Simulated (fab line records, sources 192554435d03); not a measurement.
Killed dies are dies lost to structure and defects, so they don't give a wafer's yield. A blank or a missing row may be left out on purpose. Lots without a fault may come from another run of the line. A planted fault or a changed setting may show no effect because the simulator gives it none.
A struck lot beside a sound one | flow n5_finfet | 17 steps out of a route of 1938
Sound: wafers L212.1, L212.2, L212.3. Struck: wafers L221.2, L221.3, L221.5. The cause comes at the end.
At each step with rows: each side's tool, then ch and its chambers, then its first start. Under that, the readings that differ: sound wafers | struck wafers | difference of the means | sigmas: that difference in standard deviations of wafers without a fault.
alike: readings whose means differ by less than 2 such deviations, and words and numbers that are the same on both sides. not compared: withheld readings, readings that some wafer has no value for, bounds like >300 that may hide the same value, and numbers for which the record gives no deviation and whose values overlap.
The two part at a step that has a row with sigmas, a row that says differs or no value, or rows on one side only. Numbers that don't overlap but have no deviation are shown without sigmas and don't part them. A reading that every wafer of one side lacks parts them only if that side has two wafers or more.

first, 8 steps without rows for these wafers: N5_BEOL_M13_COAT_58 (time 60 s, resist thk 89 nm); N5_BEOL_M13_COAT_04 (resist thk 400 nm); N5_BEOL_M13_EBR_06; N5_BEOL_M13_SOFTBAKE_05 (time 60 s); N5_BEOL_M13_EXPOSE_07 (exposes mask V12); N5_BEOL_M13_PEB_08 (peb time 90 s); N5_BEOL_M13_DEVELOP_09 (develop time 45 s); N5_BEOL_M13_HARDBAKE_14 (time 120 s).
N5_BEOL_M13_CD_MEAS_10: target cd 190 nm.
  sound on cd_sem-01 ch 0, day 11 20:44; struck on cd_sem-01 ch 0, day 14 07:36
  alike: cd_nm
N5_BEOL_M13_OVL_MEAS_11:
  sound on overlay-01 ch 0, day 11 20:46; struck on overlay-01 ch 0, day 14 07:38
  alike: V12_OVL
N5_BEOL_M13_INSPECT_12: inspects for defects (macro).
  sound on defect_inspect-01, day 11 20:47; struck on defect_inspect-01, day 14 07:39
  alike: raw_defect_count
N5_BEOL_M13_DESCUM_15: chemistry O2, time 7.9 s.
  sound on rie_diel-02 ch 0,1,2, day 11 21:00; struck on rie_diel-02 ch 0,3, day 14 07:41
  alike: drypump_motor_current_A, oes_product_au, rf_vpp_V, showerhead_plenum_p_Torr, throttle_valve_pct
  not compared: rf_hours_counter_h
N5_BEOL_M13_ETCH_59: etches BARC in N2/H2, target depth 89 nm, overetch 26.7 nm, time 67.9 s.
  sound on rie_diel-02 ch 0,1,2, day 11 21:02; struck on rie_diel-02 ch 0,3, day 14 07:43
  no value came back on the struck wafers for any of 8 readings (bias_w (W), chamber_pressure_mTorr (mTorr) and others); on the sound wafers bias_w (W) reads 149.4 150.1 149.2
  reading                                    | sound           | struck            | difference | sigmas
  model.coat_of_BEOL_M13_COAT_04.thk_nm (nm) | 317.6 318 317.2 | 382.2 382.2 383.8 | +65.1      |
N5_BEOL_M13_VIA_ETCH_16: etches SiOC in C4F8/O2/Ar, target depth 921.7 nm.
  sound on rie_diel-02 ch 0,1,2, day 11 21:05; struck on rie_diel-02 ch 0,3, day 14 07:46
  reading                                    | sound        | struck            | difference | sigmas
  model.coat_of_BEOL_M13_COAT_04.thk_nm (nm) | 68 70.8 71.2 | 138.6 140.6 137.4 | +68.9      |
  alike: C4F8_flow_sccm, O2_flow_sccm, drypump_motor_current_A, oes_product_au, rf_vpp_V, showerhead_plenum_p_Torr, throttle_valve_pct
N5_BEOL_M13_STRIP_63: strips in N2/H2.
  sound on plasma_asher-02 ch 0,1, day 11 21:20; struck on plasma_asher-02 ch 0,1, day 14 08:01
  reading                      | sound             | struck            | difference | sigmas
  oes_product_au (a.u.)        | 0.670 0.672 0.676 | 0.699 0.704 0.695 | +0.027     | +6
  strip_time_to_endpoint_s (s) | 27.1 27.9 28.0    | 46.7 47.2 46.4    | +19.1      | +17
  alike: drypump_motor_current_A, heater_power_w
  not compared: rf_hours_counter_h
N5_BEOL_M13_STRIP_64: strips in N2/H2.
  sound on plasma_asher-02 ch 0,1, day 11 21:23; struck on plasma_asher-02 ch 0,1, day 14 08:04
  alike: drypump_motor_current_A, heater_power_w, oes_product_au, strip_time_to_endpoint_s
  not compared: rf_hours_counter_h
N5_PASSIVATION_PROBE_49:
  sound on prober-01, day 13 05:33; struck on prober-02, day 15 15:14
  alike: defect_limited_yield, killed_at_M0_to_M3, killed_at_M4_up, killed_at_contacts, killed_at_front_end, killed_at_other, killed_dies, killed_open, killed_short, sort_bin_5_function, sort_bin_6_memory, sort_bin_8_speed, sort_n_pass

WHERE THEY PART
First at N5_BEOL_M13_ETCH_59; last, within this record, at N5_BEOL_M13_STRIP_63. Later steps at which nothing parts them and some readings are alike: N5_BEOL_M13_STRIP_64, N5_PASSIVATION_PROBE_49.

WHY: what the simulator had put in
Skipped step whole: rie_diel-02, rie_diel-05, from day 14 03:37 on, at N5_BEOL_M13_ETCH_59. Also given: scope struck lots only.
